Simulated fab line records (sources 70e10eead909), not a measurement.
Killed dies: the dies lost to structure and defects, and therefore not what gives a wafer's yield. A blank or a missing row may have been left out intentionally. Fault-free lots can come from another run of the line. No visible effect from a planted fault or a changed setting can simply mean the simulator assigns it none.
A lot that was struck, set against a sound lot || flow nand-harc || 14 out of 1159 route steps
Sound: these wafers, L381.2, L381.3, L381.6. Struck: wafers L387.1, L387.3. At the end, the cause is stated.
Per side, at each step with rows, come the tool, then ch with its chambers, and then its first start. Under that, the readings that differ: sound wafers || struck wafers || difference of the means || sigmas: that difference in standard deviations of wafers without a fault.
alike: readings whose means differ by less than 2 such deviations, and words and numbers that are the same on both sides. not compared: withheld readings, readings that some wafer has no value for, bounds like >300 that may hide the same value, and numbers for which the record gives no deviation and whose values overlap.
The two part at a step that has a row with sigmas, a row that says differs or no value, or rows on one side only. Numbers that don't overlap but have no deviation are shown without sigmas and don't part them. A reading that every wafer of one side lacks parts them only if that side has two wafers or more.

first, 1 step without rows for these wafers: NHARC_A_STAIRCASE_TRIM_12 (chemistry O2, time 211.2 s).
NHARC_A_STAIRCASE_ETCH_13: etches the open film in C4F8/O2, target depth 100 nm, time 40.5 s.
  sound on rie-diel-08 ch 0,1,3; struck on rie-diel-06 ch 0,3
  alike: oes-product-au, rf-vpp-V
  not compared: rf-hours-counter-h
NHARC_A_STAIRCASE_TRIM_14: chemistry O2, time 211.2 s.
  sound on rie-diel-08 ch 0,1; struck on rie-diel-06 ch 1,3
  alike: drypump-motor-current-A, oes-product-au, rf-vpp-V, showerhead-plenum-p-Torr, throttle-valve-pct
  not compared: rf-hours-counter-h
NHARC_A_STAIRCASE_ETCH_15: etches the open film in C4F8/O2, target depth 100 nm, time 40.5 s.
  sound on rie-diel-08 ch 1,2; struck on rie-diel-06 ch 1,2
{"reading": "rf-vpp-V (V)", "sound": "900 887 888", "struck": "900 900", "difference": "+8", "sigmas": "+2"}
  alike: oes-product-au
  not compared: rf-hours-counter-h
then, 2 steps without rows for these wafers: NHARC_A_STAIRCASE_TRIM_16 (chemistry O2, time 211.2 s); NHARC_A_STAIRCASE_ETCH_17 (etches the open film in C4F8/O2, target depth 100 nm, time 40.5 s).
NHARC_A_STAIRCASE_TRIM_18: chemistry O2, time 211.2 s.
  sound on rie-diel-08 ch 1,2; struck on rie-diel-06 ch 2,3
  alike: drypump-motor-current-A, oes-product-au, rf-vpp-V, showerhead-plenum-p-Torr, throttle-valve-pct
  not compared: rf-hours-counter-h
NHARC_A_STAIRCASE_ETCH_19: etches the open film in C4F8/O2, target depth 100 nm, time 40.5 s.
  sound on rie-diel-08 ch 0,1; struck on rie-diel-06 ch 1,3
  alike: oes-product-au, rf-vpp-V
  not compared: rf-hours-counter-h
then, 3 steps without rows for these wafers: NHARC_A_STAIRCASE_TRIM_20 (chemistry O2, time 211.2 s); NHARC_A_STAIRCASE_ETCH_21 (etches the open film in C4F8/O2, target depth 100 nm, time 40.5 s); NHARC_A_STAIRCASE_TRIM_22 (chemistry O2, time 211.2 s).
NHARC_A_STAIRCASE_ETCH_23: etches the open film in C4F8/O2, target depth 100 nm, time 40.5 s.
  sound on rie-diel-12 ch 0,2, day 13 12:04; struck on rie-diel-08 ch 0,1, day 15 02:30
{"reading": "oes-product-au (a.u.)", "sound": "0.944 0.946 0.933", "struck": "0.772 0.749", "difference": -0.180, "sigmas": -13}
  alike: rf-vpp-V
  not compared: rf-hours-counter-h
then, 1 step without rows for these wafers: NHARC_A_STAIRCASE_TRIM_24 (chemistry O2, time 211.2 s).
-- record jumps: 8 days between struck wafers' starts before vs after; left off in module A_STAIRCASE, resumes in module END, first step shown is number 1159 of the route --
NHARC_END_SORT_01:
  the record has rows for the struck wafers here (prober-02 ch 0, day 23 14:16) and none for the sound ones

== WHERE THEY PART ==
First at NHARC_A_STAIRCASE_ETCH_15; last, within this record, at NHARC_END_SORT_01.

WHY: what the simulator had put in
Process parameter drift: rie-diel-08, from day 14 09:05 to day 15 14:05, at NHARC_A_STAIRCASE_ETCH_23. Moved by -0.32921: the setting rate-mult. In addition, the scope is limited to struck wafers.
